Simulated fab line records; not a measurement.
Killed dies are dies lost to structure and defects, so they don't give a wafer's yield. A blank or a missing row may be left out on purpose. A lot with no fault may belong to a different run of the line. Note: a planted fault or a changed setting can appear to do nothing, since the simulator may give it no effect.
The tool behind it: which one?    flow nand_harc    14 lots with 42 wafers sampled at 4 steps, on a route of 1302 steps

== WHAT THE GAUGES SHOWED, per wafer ==
NHARC_END_SORT_01.
lot   measured      on         killed_at_array  killed_at_other  killed_at_periphery  killed_dies  killed_open  killed_short
L507  day 25 13:01  prober-01  45 47 44         0 0 0            3 2 0                48 49 44     2 3 1        5 2 1
L520  day 30 20:44  prober-02  102 123 145      0 0 1            0 5 3                102 128 149  2 3 3        3 0 3
L519  day 31 05:14  prober-01  123 73 111       0 0 0            2 3 3                125 76 114   2 3 2        0 1 2

== EACH LOT AND THE TOOL THAT RAN IT (in order: tool; ch and the chambers of the sampled wafers; start) ==
lot   NHARC_A_CONTACT_STRIP_108           NHARC_THIN_TSV_PRE_CLEAN_54   NHARC_THIN_TSV_ETCH_36
L505  rie_diel-09 ch 0,3, day 23 03:24    pvd_sputter-03, day 24 16:21  rie_metal-01 ch 0,1, day 24 17:57
L506  rie_diel-09 ch 0,1,3, day 23 03:57  pvd_sputter-03, day 24 15:10  rie_metal-02 ch 0,1, day 24 16:46
L507  rie_diel-09 ch 0,1,3, day 23 05:34  pvd_sputter-01, day 24 17:31  rie_metal-02 ch 0,1, day 24 19:01
L508  rie_diel-09 ch 0,1,3, day 23 15:56  pvd_sputter-02, day 25 04:17  rie_metal-02 ch 0,1, day 25 05:54
L509  rie_diel-11 ch 1,2,3, day 25 02:04  pvd_sputter-01, day 26 13:29  rie_metal-02 ch 1, day 26 14:59
L510  rie_diel-09 ch 0,1, day 25 09:24    pvd_sputter-01, day 26 22:53  rie_metal-03 ch 0, day 27 00:31
L512  rie_diel-09 ch 0,1,2, day 25 13:34  pvd_sputter-02, day 27 00:05  rie_metal-01 ch 0,1, day 27 01:40
L511  rie_diel-09 ch 0,1,2, day 25 16:01  pvd_sputter-03, day 27 06:31  rie_metal-01 ch 0,1, day 27 07:59
L513  rie_diel-11 ch 0,1,3, day 25 17:23  pvd_sputter-02, day 27 07:29  rie_metal-03 ch 0,1, day 27 09:05
L514  rie_diel-09 ch 1,2,3, day 26 16:35  pvd_sputter-02, day 28 04:59  rie_metal-01 ch 0,1, day 28 06:37
L515  rie_diel-09 ch 0,2,3, day 26 22:20  pvd_sputter-03, day 28 10:50  rie_metal-03 ch 0,1, day 28 12:27
L520  rie_diel-09 ch 1,2,3, day 28 18:38  pvd_sputter-02, day 30 10:37  rie_metal-02 ch 0,1, day 30 12:13
L519  rie_diel-09 ch 0,1,2, day 28 19:20  pvd_sputter-02, day 30 11:25  rie_metal-01 ch 0,1, day 30 13:01
L527  rie_diel-09 ch 0,3, day 31 19:56    pvd_sputter-01, day 33 08:17  rie_metal-03 ch 0,1, day 33 09:54
- NHARC_A_CONTACT_STRIP_108: strips in CF4/CHF3.
- NHARC_THIN_TSV_PRE_CLEAN_54: time 30 s.
- NHARC_THIN_TSV_ETCH_36: etches the open film in Cl2/BCl3, target depth 65 nm, time 18.571 s.

== WHAT THE TOOLS THEMSELVES READ (means of the sampled wafers that have a number; where no wafer has one, the mark that the record gives instead) ==
NHARC_THIN_TSV_PRE_CLEAN_54.
lot   tool            heater_power_w (W)
L505  pvd_sputter-03  431
L506  pvd_sputter-03  391
L507  pvd_sputter-01  384
L508  pvd_sputter-02  416
L509  pvd_sputter-01  397
L510  pvd_sputter-01  385
L512  pvd_sputter-02  394
L511  pvd_sputter-03  438
L513  pvd_sputter-02  427
L514  pvd_sputter-02  432
L515  pvd_sputter-03  442
L520  pvd_sputter-02  417
L519  pvd_sputter-02  431
L527  pvd_sputter-01  405

NHARC_THIN_TSV_ETCH_36.
lot   tool          drypump_motor_current_A (A)  oes_product_au (a.u.)
L505  rie_metal-01  6.03                         1.001
L506  rie_metal-02  5.70                         1.011
L507  rie_metal-02  5.76                         1.009
L508  rie_metal-02  5.70                         1.006
L509  rie_metal-02  5.62                         1.003
L510  rie_metal-03  5.64                         1.015
L512  rie_metal-01  6.15                         0.993
L511  rie_metal-01  6.00                         1.002
L513  rie_metal-03  5.89                         1.010
L514  rie_metal-01  6.15                         0.990
L515  rie_metal-03  5.88                         1.008
L520  rie_metal-02  5.77                         1.006
L519  rie_metal-01  6.14                         0.999
L527  rie_metal-03  5.87                         0.996

== THE ANSWER, worked out from the rows above alone ==
Rule: usual is defined by the lots themselves. The widest of any qualifying gaps counts: lots, ordered by their means at a reading, are off when they make up no more than a third of the lots, leave a main group of 4 or more, and stand apart from it by 3 or more times the standard deviation of that group's means. Not used: any main group whose means are identical at the precision the tables above print for the reading. A lot without any number at a reading at which 4 lots or more have one is off too. Any other lot the step has rows for is counted as sound. After the gauges, taken in route order, come the tools' own readings; for these a lot's mean is taken, as printed above. The first step at which some lot is off is used, and at that step the reading that is off furthest; a lot without a number counts as furthest.
Across all readings shown, no lot is off: no conclusion can be drawn from this.

== WHAT THE SIMULATOR HAD INSERTED ==
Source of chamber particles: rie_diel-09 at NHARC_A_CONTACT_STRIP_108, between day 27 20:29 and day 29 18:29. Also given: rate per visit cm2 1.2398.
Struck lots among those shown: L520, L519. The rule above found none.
